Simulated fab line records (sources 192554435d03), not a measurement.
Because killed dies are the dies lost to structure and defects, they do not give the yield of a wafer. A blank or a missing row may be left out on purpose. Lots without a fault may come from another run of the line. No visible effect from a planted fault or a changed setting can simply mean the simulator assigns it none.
8D (eight disciplines) problem report, filled in by code || flow n5Finfet || the parts of the form that need people (team, actions taken, sign-off) are left out

1. THE PROBLEM
Mean of etchRfOnTimeS at N5_BEOL_M7_ETCH_72: 3.75 s across 4 wafers in 3 lots; on wafers with no fault it is 5.19 s (standard deviation 0.073). Relative to the usual mean, that is a shift of -20 standard deviations.
The step: etches underlayer in N2/H2, target depth 6.5 nm, time 5.2 s.
Seen first at day 11 00:28 on rieDiel-01, wafer L117.5. The record holds 28 wafers of 10 lots with a number at this step. By rule, "out" or "out of limits" means more than 4 standard deviations away from the usual mean. The rest of the wafers with a number are treated as sound.

2. WHAT IT IS, AND WHAT IT ISN'T
{"question": "which readings at this step", "is": "etchRfOnTimeS", "is not": "drypumpMotorCurrentA, rfVppV, showerheadPlenumPTorr"}
{"question": "which lots", "is": "L117, L120, L122", "is not": "L109, L113, L126, L128, L129, L130, L132"}
{"question": "which wafers of those lots", "is": "L117.5, L117.6, L120.5, L122.6", "is not": "L117.1, L120.4, L122.4"}
{"question": "read on which tools", "is": "rieDiel-01", "is not": "rieDiel-02, rieDiel-06"}
{"question": "when", "is": "from day 11 00:28", "is not": "up to then (7 sound wafers); but 17 sound wafers of L120, L122, L126, L128, L129, L130, L132 came after"}

3. THE SUSPECTS, EACH WITH WHAT RULES IT OUT
Counting: if a tool at a process step up to the reading ran every lot that is out, it stays a suspect. Sound lots after the first of them don't rule it out here, since some wafers of a struck lot are sound.
- rieDiel-01 at N5_BEOL_M7_ETCH_72 (etches underlayer in N2/H2, target depth 6.5 nm, time 5.2 s): kept. It ran every lot that is out, first L117 (day 11 00:28); its last sound lot up to then is L109 (day 9 01:20). Its own etchRfOnTimeS readings are out on those wafers.
The count leaves rieDiel-01 at N5_BEOL_M7_ETCH_72.

4. THE CAUSE (what the simulator had put in)
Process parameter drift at N5_BEOL_M7_ETCH_72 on rieDiel-01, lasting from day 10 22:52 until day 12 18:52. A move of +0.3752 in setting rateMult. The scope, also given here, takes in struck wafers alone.
This tool alone remained once counting was done.

5. THE EFFECT CHAIN, in route order
Rows list readings where the struck wafers' mean (over those with a number) sits beyond 3 standard deviations from the usual. Only readings for which the record gives a usual standard deviation are gone through. hours: the time from each lot's start at the first step in this table that gives one to its start at this step, as a median over the lots. sigmas: the change in usual standard deviations.
{"hours": 0, "step": "N5_BEOL_M7_ETCH_72", "reading": "etchRfOnTimeS", "usual": "5.19 s", "on struck wafers": 3.75, "change": -1.44, "sigmas": -20}
Its process steps:
- N5_BEOL_M7_ETCH_72: etches underlayer in N2/H2, target depth 6.5 nm, time 5.2 s.

6. HOW IT WOULD HAVE BEEN CAUGHT EARLIER
In this record the first reading out of limits was taken at day 11 00:28, 2 hours after the fault began at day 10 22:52.
